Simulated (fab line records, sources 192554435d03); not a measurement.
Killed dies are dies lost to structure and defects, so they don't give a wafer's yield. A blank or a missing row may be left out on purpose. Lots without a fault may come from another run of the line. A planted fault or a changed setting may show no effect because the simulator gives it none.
fab line records | flow n5_finfet
record lots=7 wafers=19 last_day=16
route steps=1938 shown BEOL_M5@1179
lots that met no fault: from a run of the same line without faults
start_h: hours from the record's first day to the start of the lot's first wafer shown | wait_h: hours since the lot's step before | " the same as in the row above | L1.1+2: a row that stands for several wafers | - no value, or no start given | * or withheld: withheld | < > ~ a bound
route shown NAME@n: a module of which the file shows steps, and the number in the route of the first | usual: mean/standard deviation of fault-free wafers | same: alike in all rows | chamber/n: place in a boat | sites: the reading at each site | _std_site: their standard deviation | _edge_site: outer sites' mean less inner sites' | radius_mm: how far each site lies from the wafer's centre | mask NAME#n: copy n | behind: the tool/chamber that last shaped the wafer | hold: why the lot was held/for how many hours/how that ended | device: the transistor (n, p or np) that didn't switch | end of line: the same wafers' tests at the end of the route | a step without rows: its recipe alone | killed: dies lost to structure and defects at the first sort, not the wafer's yield | map: a wafer's dies, x killed, . not, _ none there
set.NAME: the setting as run; set.NAME@STEP: as run at that earlier step | model.NAME: the simulator's own value behind a step, which no gauge read
lots at some steps of the route; a table a step, a row a wafer
services: from which hour (start_h, from the record's first day; less than 0 if before it) a tool's chamber was out of use, for how many hours, and why
## steps
# step N5_BEOL_M5_SPUTTER_83
# recipe material=Cu target_thk_a=150 temp_c=-20 chamber_pressure_pa=0.07 power_w=withheld time_s=27.62
# step N5_BEOL_M5_ANNEAL_84
# recipe temp_c=400 time_s=1800 ambient=vacuum
# step N5_BEOL_M5_SPUTTER_88
# recipe material=Cu target_thk_a=150 temp_c=-20 chamber_pressure_pa=0.07 power_w=withheld time_s=27.62
# usual chuck_sensor_temp_C=-15.8/0.39 throttle_valve_pct=30.5/1.1
# columns lot.wafer tool chamber start_h wait_h chuck_sensor_temp_C throttle_valve_pct
L314.3 pvd_sputter-03 - 180.14 0.5 -16.0 30.9
L314.5 " - " " -15.5 28.7
L314.6 " - " " -15.1 28.7
L316.1 pvd_sputter-01 - 195.42 0.5 -16.1 32.9
L316.4 " - " " -15.9 30.6
L316.6 " - " " -16.4 32.9
L323.1 pvd_sputter-01 - 229.29 0.5 -16.0 30.5
L323.3 " - " " -15.3 31.2
L325.1 pvd_sputter-01 - 256.16 0.5 -16.0 29.9
L325.4 " - " " -16.0 30.2
L327.1 pvd_sputter-02 - 256.65 0.5 -16.0 30.9
L327.2 " - " " -16.0 29.8
L327.3 " - " " -15.2 30.1
L328.1 pvd_sputter-01 - 273.11 0.5 -16.1 30.4
L328.2 " - " " -16.3 32.6
L328.4 " - " " -15.1 31.2
L333.1 pvd_sputter-01 - 286.33 0.5 -15.2 31.4
L333.2 " - " " -16.0 30.2
L333.6 " - " " -16.5 32.8
# step N5_BEOL_M5_ANNEAL_89
# recipe temp_c=400 time_s=1800 ambient=vacuum
# usual heater_power_w=869/58
# columns lot.wafer tool chamber start_h wait_h heater_power_w
L314.3 pvd_sputter-03 - 180.22 0.0 812
L314.5 " - " " 1001
L314.6 " - " " 834
L316.1 pvd_sputter-01 - 195.50 0.0 861
L316.4 " - " " 790
L316.6 " - " " 863
L323.1 pvd_sputter-01 - 229.37 0.0 816
L323.3 " - " " 811
L325.1 pvd_sputter-01 - 256.24 0.0 904
L325.4 " - " " 804
L327.1 pvd_sputter-02 - 256.73 0.0 900
L327.2 " - " " 949
L327.3 " - " " 912
L328.1 pvd_sputter-01 - 273.19 0.0 892
L328.2 " - " " 817
L328.4 " - " " 795
L333.1 pvd_sputter-01 - 286.41 0.0 817
L333.2 " - " " 809
L333.6 " - " " 835
# step N5_BEOL_M5_SPUTTER_90
# recipe material=Cu target_thk_a=45 temp_c=-20 chamber_pressure_pa=0.07 power_w=withheld time_s=8.29
# usual chuck_sensor_temp_C=-15.8/0.39 throttle_valve_pct=30.5/1.1
# columns lot.wafer tool chamber start_h wait_h chuck_sensor_temp_C throttle_valve_pct
L314.3 pvd_sputter-03 - 181.23 0.5 -15.9 31.3
L314.5 " - " " -15.6 28.7
L314.6 " - " " -15.3 28.5
L316.1 pvd_sputter-01 - 196.50 0.5 -16.3 32.8
L316.4 " - " " -16.0 30.6
L316.6 " - " " -16.2 32.9
L323.1 pvd_sputter-01 - 230.38 0.5 -15.9 30.3
L323.3 " - " " -15.3 31.3
L325.1 pvd_sputter-01 - 257.25 0.5 -16.1 30.0
L325.4 " - " " -15.9 30.4
L327.1 pvd_sputter-02 - 257.74 0.5 -15.9 30.9
L327.2 " - " " -16.0 29.9
L327.3 " - " " -15.3 30.2
L328.1 pvd_sputter-01 - 277.85 4.2 -16.2 30.3
L328.2 " - " " -16.3 32.7
L328.4 " - " " -15.3 31.4
L333.1 pvd_sputter-01 - 287.42 0.5 -15.2 31.3
L333.2 " - " " -15.8 30.2
L333.6 " - " " -16.2 32.9
# step N5_BEOL_M5_ECD_50
# recipe material=Cu target_thk_a=3000
# step N5_BEOL_M5_ANNEAL_51
# recipe temp_c=225 time_s=90 ambient=N2
# usual wafer_temp_C_max=225.95/0.27
# columns lot.wafer tool chamber start_h wait_h wafer_temp_C_max
L314.3 rtp_anneal-01 0 181.52 0.1 226.13
L314.5 " 0 " " 225.58
L314.6 " 0 " " 225.77
L316.1 rtp_anneal-02 0 196.98 0.3 225.64
L316.4 " 0 " " 226.65
L316.6 " 0 " " 226.06
L323.1 rtp_anneal-01 0 230.81 0.3 226.03
L323.3 " 0 " " 225.73
L325.1 rtp_anneal-01 0 257.45 0.1 225.58
L325.4 " 0 " " 225.76
L327.1 rtp_anneal-02 0 257.94 0.1 226.25
L327.2 " 0 " " 225.91
L327.3 " 0 " " 225.89
L328.1 rtp_anneal-01 0 278.40 0.4 225.82
L328.2 " 0 " " 225.66
L328.4 " 0 " " 226.14
L333.1 rtp_anneal-01 0 287.62 0.1 225.73
L333.2 " 0 " " 225.70
L333.6 " 0 " " 225.73
# step N5_BEOL_M5_CMP_52
# recipe stop_on=SiCOH_lowk t_overpolish_s=6.9 down_force_psi=1 platen_rpm=50 clearing_platen_down_force_psi=1.5 clearing_platen_rpm=50 post_cmp_clean=cu_alkaline target_thk_nm=62 clearing_platen_pad_velocity_m_s=0.99484 pad_velocity_m_s=0.99484
# step N5_BEOL_M5_THK_MEAS_53
# recipe thk_meas_gauge=xrf reads=Cu_of_BEOL_M5_ECD_50
# usual M5_THK=62.3/1.4
# columns lot.wafer tool chamber start_h wait_h M5_THK[nm]
L314.3 film_metro-02 - 182.03 - 64.7
L314.5 " - " " 62.7
L314.6 " - " " 63.3
L316.1 film_metro-01 - 197.58 - 63.3
L316.4 " - " " 62.5
L316.6 " - " " 62.7
L323.1 film_metro-02 - 231.68 - 62.7
L323.3 " - " " 59.4
L325.1 film_metro-01 - 258.05 - 64.0
L325.4 " - " " 62.9
L327.1 film_metro-02 - 258.53 - 63.5
L327.2 " - " " 62.2
L327.3 " - " " 61.3
L328.1 film_metro-01 - 278.99 - 61.5
L328.2 " - " " 62.0
L328.4 " - " " 60.4
L333.1 film_metro-02 - 288.21 - 65.2
L333.2 " - " " 61.0
L333.6 " - " " 61.4
# step N5_BEOL_M5_PRE_CLEAN_77
# recipe gas=NH3/H2 time_s=15 temp_c=* rf_power_w=300
# usual heater_power_w=82/21
# columns lot.wafer tool chamber start_h wait_h heater_power_w
L314.3 cvd_co-02 0 182.06 0.0 58
L314.5 " 1 " " 78
L314.6 " 2 " " 106
L316.1 cvd_co-01 0 197.62 0.0 68
L316.4 " 1 " " 67
L316.6 " 0 " " 70
L323.1 cvd_co-02 1 231.75 0.1 79
L323.3 " 0 " " 58
L325.1 cvd_co-02 0 258.08 0.0 59
L325.4 " 0 " " 58
L327.1 cvd_co-02 2 258.57 0.0 104
L327.2 " 0 " " 58
L327.3 " 1 " " 80
L328.1 cvd_co-01 1 279.02 0.0 67
L328.2 " 0 " " 72
L328.4 " 0 " " 71
L333.1 cvd_co-01 2 288.25 0.0 120
L333.2 " 1 " " 67
L333.6 " 0 " " 69
# step N5_BEOL_M5_CO_CAP_78
# recipe material=Co target_thk_a=20 temp_c=200 precursor=CCTBA/H2 pressure_torr=30 time_s=102.1
# step N5_BEOL_M5_PRE_CLEAN_55
# recipe gas=NH3 time_s=15 temp_c=withheld rf_power_w=300
# step N5_BEOL_M5_DEP_56
# recipe material=SiCN target_thk_a=80 temp_c=withheld precursor=3MS/NH3 pressure_torr=3 rf_w=202 time_s=14
# usual showerhead_plenum_p_Torr=3.665/0.013 throttle_valve_pct=9.1/0.49
# columns lot.wafer tool chamber start_h wait_h showerhead_plenum_p_Torr throttle_valve_pct model.SiCN_of_BEOL_M5_DEP_56.thk_nm
L314.3 pecvd-03 0 182.22 0.0 3.661 9.0 8.2
L314.5 " 2 " " 3.676 8.9 8.2
L314.6 " 0 " " 3.656 9.4 8.2
L316.1 pecvd-01 0 197.77 0.0 3.659 8.9 8
L316.4 " 1 " " 3.667 10.0 8.2
L316.6 " 2 " " 3.665 8.5 8
L323.1 pecvd-01 2 231.90 0.0 3.661 8.6 10.4
L323.3 " 1 " " 3.650 10.4 10.4
L325.1 pecvd-01 2 258.24 0.0 3.658 8.6 10.4
L325.4 " 0 " " 3.662 8.9 8
L327.1 pecvd-01 0 258.73 0.0 3.657 9.1 10
L327.2 " 2 " " 3.660 8.9 7.8
L327.3 " 1 " " 3.656 10.2 10.2
L328.1 pecvd-03 2 279.18 0.0 3.672 8.8 7.6
L328.2 " 0 " " 3.658 9.0 8
L328.4 " 2 " " 3.668 9.1 8
L333.1 pecvd-03 2 288.41 0.0 3.671 8.9 7.8
L333.2 " 1 " " 3.687 8.7 8
L333.6 " 1 " " 3.702 8.5 8
# step N5_BEOL_M5_RS_MEAS_57
# recipe thk_meas_gauge=four-point-probe reads=Co_of_BEOL_M5_CO_CAP_78+Cu_of_BEOL_M5_ECD_50+Co_of_BEOL_M5_CVD_47+TaN_of_BEOL_M5_ALD_86
# usual M5_RS=0.391/0.011
# columns lot.wafer tool chamber start_h wait_h M5_RS[ohm/sq]
L314.3 film_metro-02 - 182.29 0.1 0.375
L314.5 " - " " 0.391
L314.6 " - " " 0.386
L316.1 film_metro-01 - 197.84 0.0 0.385
L316.4 " - " " 0.390
L316.6 " - " " 0.390
L323.1 film_metro-02 - 231.97 0.0 0.386
L323.3 " - " " 0.411
L325.1 film_metro-01 - 258.31 0.0 0.378
L325.4 " - " " 0.388
L327.1 film_metro-02 - 258.80 0.0 0.387
L327.2 " - " " 0.396
L327.3 " - " " 0.404
L328.1 film_metro-02 - 279.25 0.0 0.392
L328.2 " - " " 0.388
L328.4 " - " " 0.400
L333.1 film_metro-01 - 288.48 0.0 0.371
L333.2 " - " " 0.399
L333.6 " - " " 0.399
## services
# columns tool chamber start_h hours kind
cvd_co-01 - 189.76 1.3 repair
cvd_co-02 2 195.82 16.5 repair
pecvd-01 1 216.04 4.4 repair
rtp_anneal-02 - 232.48 3.3 pm
pvd_sputter-02 - 238.19 1.5 repair
cvd_co-01 - 241.20 0.5 repair
pecvd-01 2 259.72 5.5 scheduled_down
pecvd-03 0 262.20 2.1 scheduled_down
cvd_co-02 - 268.73 0.5 repair
pvd_sputter-02 - 285.64 5.0 repair
## key
first_sign none at tools or gauges
model_effect step=N5_BEOL_M5_DEP_56 value=SiCN_of_BEOL_M5_DEP_56.thk_nm without=7.88 struck=10.28
met_at N5_BEOL_M5_DEP_56
struck_wafers L323.1,L323.3,L325.1,L327.1,L327.3
onset_between 197.77 231.90
fault kind=process_parameter_drift tool=pecvd-01 chamber=- onset_h=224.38 steps=N5_BEOL_M5_DEP_56 channel=time_s offset=* shape=step end_h=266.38 scope=struck_wafers_only acts_in=* stated=*
